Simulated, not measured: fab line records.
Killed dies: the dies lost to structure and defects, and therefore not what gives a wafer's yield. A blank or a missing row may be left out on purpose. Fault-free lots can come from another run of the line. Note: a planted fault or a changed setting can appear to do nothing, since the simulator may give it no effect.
2 desks looking at one fault -- flow n5 finfet -- each desk holds nothing but its own numbers, with what lay behind them at the end

== FROM THE METROLOGY DESK ==
Lot by lot, what the gauges showed, no matter which tool ran the lot: averages of those sampled wafers that carry a number. Marked OUT: a lot whose mean sits more than 4 standard deviations from the usual mean, which makes it out of limits; the brackets give that distance. Readings shown: 7 of its 11, picked as those furthest out on some lot.
Columns: A = cd nm at N5_BEOL_M2_CD_MEAS_35, usual 18.1 nm; B = DIBL_N at N5_BEOL_M4_RC_MEAS_101, usual 35.8 mV/V; C = DIBL_P at N5_BEOL_M4_RC_MEAS_101, usual 36.0 mV/V; D = IOFF_P at N5_BEOL_M4_RC_MEAS_101, usual 0.21 nA/um; E = ION_P at N5_BEOL_M4_RC_MEAS_101, usual 463 uA/um; F = SS_N at N5_BEOL_M4_RC_MEAS_101, usual 71.5 mV/dec; G = VT_P at N5_BEOL_M4_RC_MEAS_101, usual -250 mV
lot,first seen here,A,B,C,D,E,F,G
L397,day 6 22:08,18.6,35.9,34.5,0.19,461,71.2,-251
L398,day 7 13:25,18.1,35.4,34.8,0.17,455,71.4,-253
L401,day 8 06:10,18.6,35.6,35.5,0.18,457,71.1,-253
L402,day 8 09:50,18.0,37.0,37.6,0.29,472,72.1,-245
L410,day 10 23:59,18.2,37.1,36.5,0.21,459,71.4,-251
L412,day 11 02:16,17.7,36.6,36.1,0.25,472,71.9,-246
L413,day 11 08:37,17.9,33.8,33.5,0.17,459,70.7,-252
L416,day 12 02:18,17.8,35.8,37.4,0.22,466,72.2,-251
L419,day 12 12:38,17.8,34.9,35.5,0.20,457,71.4,-252
L418,day 12 17:06,18.2,36.9,37.0,0.21,460,71.6,-251
This desk found nothing out of limits on any of the 10 lots.

== TOOL OWNER'S DESK, ald metal-04 ==
The tool's own readings at N5_BEOL_M2_ALD_84 (deposits TaN, pulse time 2 s, purge time 3 s, co reactant purge time 2 s): means of the sampled wafers that have a number, for each lot that ran on this tool. Marked OUT: a lot whose mean sits more than 4 standard deviations from the usual mean, which makes it out of limits; the brackets give that distance.
Columns: A = heater power outer w at N5_BEOL_M2_ALD_84, usual 215 W; B = heater power w at N5_BEOL_M2_ALD_84, usual 400 W; C = precursor vessel temp c at N5_BEOL_M2_ALD_84, usual 75.01 C
lot,first seen here,A,B,C
L397,day 6 22:23,205,346,75.12
L398,day 7 13:49,211,379,74.97
L401,day 8 06:49,223,410,74.99
L419,day 12 13:10,221,415,75.07
This desk found nothing out of limits on any of the 4 lots.

== TAKEN TOGETHER ==
Nothing out of limits was seen by the metrology desk.
The desk of the tool owner found nothing out of limits.

== WHAT THE SIMULATOR HAD INSERTED ==
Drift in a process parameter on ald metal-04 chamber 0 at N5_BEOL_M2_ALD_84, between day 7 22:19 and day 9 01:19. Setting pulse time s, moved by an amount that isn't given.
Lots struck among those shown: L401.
